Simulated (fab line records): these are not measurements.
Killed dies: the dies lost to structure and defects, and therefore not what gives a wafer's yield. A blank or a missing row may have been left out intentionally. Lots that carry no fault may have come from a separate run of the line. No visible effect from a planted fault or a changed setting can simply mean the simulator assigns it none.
Matching of chambers ; flow n5Finfet ; N5_HKMG_FIN_ALD_75 on aldHk-02: 4 sister chambers
The step deposits Al2O3, target thk 1 nm, co reactant pulse time 1 s. 8 wafers are shown with their chamber, then 9 later ones without.

== EACH WAFER AND ITS CHAMBER ==
wafer;chamber;heaterPowerW (W);precursorPulseHeightRel
L090.2;2;182;1.003
L090.3;1;174;1.019
L090.4;3;142;0.964
L090.5;3;143;1.008
L090.6;2;183;0.985
L091.1;0;148;0.972
L091.3;1;175;1.013
L091.5;0;154;0.993

== WAFERS MISSING THEIR CHAMBER ==
wafer;heaterPowerW (W);precursorPulseHeightRel
L092.2;141;1.021
L092.4;175;0.967
L092.5;152;1.013
L096.2;139;1.031
L096.3;154;1.003
L096.5;175;1.030
L097.2;145;0.970
L097.3;156;1.046
L097.5;154;1.033

== WHICH CHAMBER EACH ONE RAN IN ==
wafer;from the rows above;in truth
L092.2;3;3
L092.4;can't be placed: 1 or 2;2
L092.5;0;0
L096.2;3;3
L096.3;0;0
L096.5;1;1
L097.2;can't be placed: 3 or 0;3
L097.3;0;0
L097.5;0;0
Correctly placed: 7 of 9. Cannot be placed on the basis of these rows: 2; the candidates contain the true chamber in 2. Placed wrongly: 0.
How it was worked out, from the rows above alone: a wafer's distance from a chamber is the root of the sum, over the readings, of the square of ((its reading less the chamber's mean) divided by the reading's scatter). The wafer belongs to the nearest chamber; if the next one is less than 2 further off, it can't be placed. For every chamber, the mean is computed from those of its wafers that are shown. The scatter: take each reading less its chamber's mean, square it, sum over the shown wafers, divide by the number of wafers less the number of chambers, and take the root.
